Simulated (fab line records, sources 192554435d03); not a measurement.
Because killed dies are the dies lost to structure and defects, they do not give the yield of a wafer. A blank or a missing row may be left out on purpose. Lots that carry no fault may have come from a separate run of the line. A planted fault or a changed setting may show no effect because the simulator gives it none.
Chamber matching	flow n5 finfet	4 sister chambers for N5_BEOL_M1_ALD_84 on ald metal-02
The step deposits TaN, pulse time 2 s, purge time 3 s, co reactant purge time 2 s. 14 wafers are shown with their chamber, then 7 later ones without.

== WAFERS PAIRED WITH THEIR CHAMBERS ==
wafer	chamber	heater power w (W)	mfc carrier sccm (sccm)	chamber pressure Torr (Torr)
L079.1	1	350	1499	2.999
L079.2	0	414	1502	3.002
L079.5	1	361	1499	2.999
L082.1	1	354	1496	2.995
L082.2	3	442	1500	3.002
L082.3	2	381	1496	3.007
L084.2	1	356	1499	3.004
L084.3	2	379	1497	2.990
L084.4	0	425	1500	2.994
L086.2	1	354	1498	3.008
L086.4	2	368	1506	3.000
L086.5	2	380	1504	3.013
L090.3	2	379	1500	3.012
L090.4	0	430	1505	3.005

SIGNATURES, as means of the wafers listed above
reading	chamber 0	chamber 1	chamber 2	chamber 3	scatter within a chamber
heater power w	423.00	355.00	377.40	442.00	5.58
mfc carrier sccm	1502.33	1498.20	1500.60	1500.00	3.08
chamber pressure Torr	3.00033	3.00100	3.00440	3.00200	0.00729
Rule: for a wafer and a chamber, the distance is found by dividing, reading by reading, the gap between the wafer's reading and the chamber's mean by the reading's scatter, squaring, summing and taking the root. If the next closest chamber is less than 2 further off than the closest, the wafer can't be placed; otherwise it belongs to the closest. How the scatter is found: for the shown wafers, subtract from each reading the mean of its chamber, square and add these, divide the total by (wafers less chambers), then take the root.

== WAFERS WITH NO CHAMBER GIVEN ==
wafer	heater power w (W)	mfc carrier sccm (sccm)	chamber pressure Torr (Torr)
L090.6	453	1506	2.995
L092.1	377	1496	2.998
L092.4	456	1500	3.002
L092.6	428	1497	3.001
L094.2	384	1499	3.004
L094.3	450	1501	2.997
L094.6	451	1499	3.008

== THE CHAMBER EACH PASSED THROUGH ==
wafer	from the rows above	in truth
L090.6	3	3
L092.1	2	2
L092.4	3	3
L092.6	can't be placed: 0 or 3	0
L094.2	2	2
L094.3	3	3
L094.6	3	3
Correctly placed: 6 of 7. Can't be placed from these rows: 1 (the true chamber is among the candidates in 1). Wrongly placed: 0.
